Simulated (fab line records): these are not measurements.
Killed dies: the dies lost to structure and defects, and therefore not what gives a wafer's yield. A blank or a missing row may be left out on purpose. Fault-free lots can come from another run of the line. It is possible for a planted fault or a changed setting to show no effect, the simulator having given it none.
Matching of chambers ; flow n5Finfet ; rieDiel-01 running N5_BEOL_M9_DESCUM_33: 4 sister chambers
The step chemistry O2, time 7 s. 4 wafers are shown with their chamber, then 7 later ones without.

== WAFERS, EACH WITH ITS CHAMBER ==
wafer;chamber;throttleValvePct (%)
L087.2;2;20.81
L089.6;0;20.12
L090.2;3;20.09
L090.3;1;20.53

== WAFERS WITH NO CHAMBER GIVEN ==
wafer;throttleValvePct (%)
L090.5;20.11
L094.2;20.84
L094.4;20.14
L094.6;20.12
L097.2;20.13
L097.5;20.52
L097.6;20.12

== EACH ONE'S CHAMBER ==
wafer;from the rows above;in truth
L090.5;can't be placed: 0 or 3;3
L094.2;2;2
L094.4;can't be placed: 0 or 3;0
L094.6;can't be placed: 0 or 3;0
L097.2;can't be placed: 0 or 3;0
L097.5;1;1
L097.6;can't be placed: 0 or 3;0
Correctly placed: 2 of 7. From these rows, 5 cannot be placed; in 5 the true chamber is one of the candidates. Wrongly placed: 0.
How it was worked out, from the rows above alone: a wafer's distance from a chamber is the root of the sum, over the readings, of the square of ((its reading less the chamber's mean) divided by the reading's scatter). If the next closest chamber is less than 2 further off than the closest, the wafer can't be placed; otherwise it belongs to the closest. A chamber's mean is the mean of its shown wafers. The scatter: root of mean squared gap, hidden wafer to nearest shown wafer, with one shown wafer a chamber.
